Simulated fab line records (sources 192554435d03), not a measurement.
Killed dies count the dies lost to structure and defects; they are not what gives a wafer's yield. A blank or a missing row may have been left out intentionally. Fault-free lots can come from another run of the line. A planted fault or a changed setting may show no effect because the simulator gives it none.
Chamber matching + flow n5_finfet + N5_BEOL_M5_DESCUM_16 on rie_diel-02: 4 sister chambers
The step chemistry O2, time 7 s. 14 wafers are shown with their chamber, then 7 later ones without.

== WAFERS, EACH WITH ITS CHAMBER ==
| wafer  | chamber | showerhead_plenum_p_Torr (Torr) | throttle_valve_pct (%) | drypump_motor_current_A (A) |
|--------|---------|---------------------------------|------------------------|-----------------------------|
| L269.3 | 2       | 2.00                            | 20.51                  | 5.6                         |
| L269.5 | 1       | 2.06                            | 20.22                  | 6.2                         |
| L269.6 | 2       | 1.99                            | 20.51                  | 5.6                         |
| L271.1 | 1       | 2.06                            | 20.22                  | 6.3                         |
| L271.4 | 2       | 1.99                            | 20.52                  | 5.6                         |
| L271.5 | 0       | 2.07                            | 20.59                  | 5.2                         |
| L277.3 | 0       | 2.07                            | 20.59                  | 5.2                         |
| L277.4 | 3       | 2.24                            | 20.43                  | 5.5                         |
| L277.6 | 0       | 2.07                            | 20.59                  | 5.3                         |
| L280.1 | 3       | 2.24                            | 20.43                  | 5.5                         |
| L280.2 | 2       | 1.99                            | 20.52                  | 5.6                         |
| L280.5 | 0       | 2.07                            | 20.60                  | 5.3                         |
| L283.2 | 3       | 2.24                            | 20.42                  | 5.5                         |
| L283.4 | 2       | 1.99                            | 20.53                  | 5.6                         |

SIGNATURES (averages over the wafers above)
| reading                  | chamber 0 | chamber 1 | chamber 2 | chamber 3 | scatter within a chamber |
|--------------------------|-----------|-----------|-----------|-----------|--------------------------|
| showerhead_plenum_p_Torr | 2.0700    | 2.0600    | 1.9920    | 2.2400    | 0.00283                  |
| throttle_valve_pct       | 20.5925   | 20.2200   | 20.5180   | 20.4267   | 0.00649                  |
| drypump_motor_current_A  | 5.250     | 6.250     | 5.600     | 5.500     | 0.0387                   |
Rule: for each reading, subtract the chamber's mean from the wafer's reading, divide by that reading's scatter and square the result; add these up over the readings and take the root, which gives the wafer's distance from the chamber. The wafer belongs to the nearest chamber; if the next one is less than 2 further off, it can't be placed. The scatter is the square root of a quotient: the sum, over the shown wafers, of each reading's squared deviation from its chamber's mean, divided by wafers minus chambers.

== WAFERS WHOSE CHAMBER IS MISSING ==
| wafer  | showerhead_plenum_p_Torr (Torr) | throttle_valve_pct (%) | drypump_motor_current_A (A) |
|--------|---------------------------------|------------------------|-----------------------------|
| L283.5 | 1.99                            | 20.54                  | 5.6                         |
| L285.3 | 2.24                            | 20.43                  | 5.5                         |
| L285.4 | 2.05                            | 20.27                  | 6.2                         |
| L285.6 | 2.24                            | 20.44                  | 5.5                         |
| L286.1 | 2.05                            | 20.27                  | 6.2                         |
| L286.5 | 2.05                            | 20.29                  | 6.2                         |
| L286.6 | 1.99                            | 20.55                  | 5.6                         |

== WHICH CHAMBER EACH WENT THROUGH ==
| wafer  | from the rows above | in truth |
|--------|---------------------|----------|
| L283.5 | 2                   | 2        |
| L285.3 | 3                   | 3        |
| L285.4 | 1                   | 1        |
| L285.6 | 3                   | 3        |
| L286.1 | 1                   | 1        |
| L286.5 | 1                   | 1        |
| L286.6 | 2                   | 2        |
7 of 7 placed correctly. Not placeable from these rows: 0. Wrongly placed: 0.
